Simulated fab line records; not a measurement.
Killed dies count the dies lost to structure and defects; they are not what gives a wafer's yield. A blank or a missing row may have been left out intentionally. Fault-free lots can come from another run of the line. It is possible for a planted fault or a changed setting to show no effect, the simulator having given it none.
2 desks looking at one fault	flow n5-finfet	numbers are kept per desk, each desk with only its own; the story behind them comes last

== AT THE TOOL OWNER'S DESK: rie-metal-03 ==
The tool's own readings at N5_GATE_CUT_ETCHBACK_00 (etches W in SF6/Cl2): means of the sampled wafers that have a number, for each lot that ran on this tool. If a lot's mean is further than 4 standard deviations from the usual mean, the lot is out of limits and carries the mark OUT (the distance appears in the brackets).
Columns: A = SF6_flow_sccm at N5_GATE_CUT_ETCHBACK_00, usual 40.00 sccm; B = bias-w at N5_GATE_CUT_ETCHBACK_00, usual 80.02 W; C = drypump-motor-current-A at N5_GATE_CUT_ETCHBACK_00, usual 5.62 A; D = oes-product-au at N5_GATE_CUT_ETCHBACK_00, usual 0.78 a.u.; E = throttle-valve-pct at N5_GATE_CUT_ETCHBACK_00, usual 28.03 %
lot	first seen here	A	B	C	D	E
L705	day 6 11:25	39.87	80.35	5.81	0.67	27.94
L713	day 8 07:15	39.90	79.90	5.64	0.69	27.91
L720	day 10 03:44	40.00	79.75	5.74	0.67	27.95
Result from this desk: across the 3 lots, nothing is out of limits.

== FROM THE METROLOGY DESK ==
Means of the sampled wafers that have a number, per lot and without regard to the tool the lot ran on: this is what the gauges read. If a lot's mean is further than 4 standard deviations from the usual mean, the lot is out of limits and carries the mark OUT (the distance appears in the brackets). It has 10 readings; the 7 that lie furthest out on some lot are the ones shown.
Columns: A = DIBL_N at N5_BEOL_M4_RC_MEAS_101, usual 36.1 mV/V; B = IOFF_N at N5_BEOL_M4_RC_MEAS_101, usual 0.16 nA/um; C = IOFF_P at N5_BEOL_M4_RC_MEAS_101, usual 0.21 nA/um; D = ION_P at N5_BEOL_M4_RC_MEAS_101, usual 465 uA/um; E = SS_P at N5_BEOL_M4_RC_MEAS_101, usual 73.3 mV/dec; F = VT_N at N5_BEOL_M4_RC_MEAS_101, usual 249 mV; G = VT_P at N5_BEOL_M4_RC_MEAS_101, usual -250.0 mV
lot	first seen here	A	B	C	D	E	F	G
L698	day 8 10:25	36.3	0.19	0.25	471	72.7	245	-247.7
L704	day 9 07:47	34.9	0.13	0.19	464	72.7	252	-250.5
L705	day 10 17:14	37.2	0.17	0.19	454	73.0	251	-253.6
L708	day 11 15:52	36.4	0.15	0.22	462	73.3	251	-249.1
L713	day 12 19:57	33.4	0.13	0.16	456	72.3	250	-255.4
L718	day 13 18:13	36.9	0.18	0.19	453	73.6	250	-254.4
L720	day 14 01:16	35.5	0.15	0.21	467	73.7	251	-250.2
L717	day 14 06:56	34.8	0.14	0.20	468	73.2	251	-248.0
L719	day 14 13:26	38.0	0.21	0.27	470	74.2	244	-246.3
Result from this desk: across the 9 lots, nothing is out of limits.

== PUT TOGETHER ==
The tool owner's desk saw nothing out of limits.
At the metrology desk, nothing out of limits was observed.

== WHAT WAS PUT IN BY THE SIMULATOR ==
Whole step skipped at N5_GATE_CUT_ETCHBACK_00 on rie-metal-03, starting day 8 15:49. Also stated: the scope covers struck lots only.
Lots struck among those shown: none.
